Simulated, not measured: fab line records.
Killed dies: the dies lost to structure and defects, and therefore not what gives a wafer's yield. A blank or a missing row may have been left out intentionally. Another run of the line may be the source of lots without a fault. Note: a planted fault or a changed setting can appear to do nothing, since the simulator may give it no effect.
A lot that was struck, set against a sound lot :: flow nandHarc :: 17 steps out of a route of 1302
Sound: wafers L624.1, L624.3, L624.5. Struck: wafers L634.2, L634.6. (L634.5 of the same lot was not struck and is left out.) The cause comes at the end.
At each step with rows: each side's tool, then ch and its chambers, then its first start. Under that, the readings that differ: sound wafers :: struck wafers :: difference of the means :: sigmas: that difference in standard deviations of wafers without a fault.
alike: same words and numbers on both sides, and readings whose means sit less than 2 such deviations apart. not compared: any withheld reading, any reading some wafer has no value for, any bound like >300 that may hide the same value, and any number with overlapping values for which the record gives no deviation.
Wherever a step has rows on one side only, a row that says differs or no value, or a row with sigmas, the two part there. Non-overlapping numbers with no deviation appear without sigmas and do not part them. A reading that every wafer of one side lacks parts them only if that side has two wafers or more.

NHARC_A_M0_OVL_MEAS_10: pitch 160 nm.
  sound: overlay-02 at day 24 06:28; struck: overlay-01 at day 28 12:50
  alike: overlayXNm, overlayYNm
NHARC_A_M0_INSPECT_11:
  sound: defectInspect-02 at day 24 06:31; struck: defectInspect-02 at day 28 12:52
  alike: rawDefectCount
NHARC_A_M0_DESCUM_14: chemistry O2, time 3 s.
  sound on rieDiel-05 ch 0,1, day 24 06:34; struck on rieDiel-02 ch 0,3, day 28 12:58
  alike: drypumpMotorCurrentA, oesProductAu, rfVppV, showerheadPlenumPTorr, throttleValvePct
  not compared: rfHoursCounterH
then, 1 step without rows for these wafers: NHARC_A_M0_ETCH_34 (etches the open film in N2/H2, target depth 40 nm, overetch 12 nm, time 43.94 s).
NHARC_A_M0_ETCH_15: etches the open film in C4F8/Ar, target depth 150 nm, overetch 15 nm, time 82.5 s.
  sound: rieDiel-05 ch 0,2; struck: rieDiel-02 ch 1
reading: oesProductAu (a.u.)
sound: 0.990 0.997 0.986
struck: 0.913 0.913
difference: -0.078
sigmas: -3

reading: rfVppV (V)
sound: 444.7 445.0 445.8
struck: 439.1 438.5
difference: -6.4
sigmas: -2
  not compared: rfHoursCounterH
NHARC_A_M0_CD_MEAS_16:
  sound: cdSem-03 at day 24 06:52; struck: cdSem-03 at day 28 13:14
  alike: cdNm
then, 2 steps without rows for these wafers: NHARC_A_M0_STRIP_18 (strips in N2/H2); NHARC_A_M0_STRIP_19 (strips in post etch residue remover, time 600 s).
NHARC_A_M0_DEGAS_28: time 60 s.
  sound: pvdSputter-01 at day 24 07:32; struck: pvdSputter-02 at day 28 13:52
  alike: heaterPowerW
NHARC_A_M0_PRE_CLEAN_29: time 30 s.
  sound on pvdSputter-01; struck on pvdSputter-02
  alike: heaterPowerW
then, 1 step without rows for these wafers: NHARC_A_M0_PVD_20 (deposits TaN, target thk 5 nm, time 8.06 s).
NHARC_A_M0_PVD_21: deposits Cu, target thk 30 nm, time 20.49 s.
  sound on pvdSputter-01; struck on pvdSputter-02
  alike: cathodeDcPowerW, throttleValvePct
NHARC_A_M0_ECD_22: material Cu, target thk 400 nm.
  sound on ecdCu-02 ch 0,1, day 24 07:53; struck on ecdCu-02 ch 0,1, day 28 14:16
then, 1 step without rows for these wafers: NHARC_A_M0_ANNEAL_30 (time 90 s).
NHARC_A_M0_CMP_23: polishes, t overpolish 20 s, target thk 113.75 nm.
  sound on cmp-03 ch 0,2, day 24 08:37; struck on cmp-03 ch 0,2, day 28 15:00
reading: timeToEndpointS (s)
sound: 28.8 33.8 29.5
struck: 45.7 43.2
difference: +13.8
sigmas: +5
  alike: motorCurrentA
  not compared: padLifeWafers
NHARC_A_M0_THK_MEAS_24: measures by xrf.
  sound: filmMetro-02 at day 24 08:56; struck: filmMetro-01 at day 28 15:15
  alike: thkNm
NHARC_END_SORT_01:
  sound on prober-01 ch 0, day 26 06:29; struck on prober-01 ch 0, day 30 05:21
  alike: defectLimitedYield, killedAtArray, killedAtOther, killedAtPeriphery, killedDies, killedOpen, killedShort

== WHERE THEY PART ==
Last at NHARC_A_M0_CMP_23 as far as this record goes, first at NHARC_A_M0_ETCH_15. Later steps at which nothing parts them and some readings are alike: NHARC_A_M0_THK_MEAS_24, NHARC_END_SORT_01.

WHY: what the simulator had put in
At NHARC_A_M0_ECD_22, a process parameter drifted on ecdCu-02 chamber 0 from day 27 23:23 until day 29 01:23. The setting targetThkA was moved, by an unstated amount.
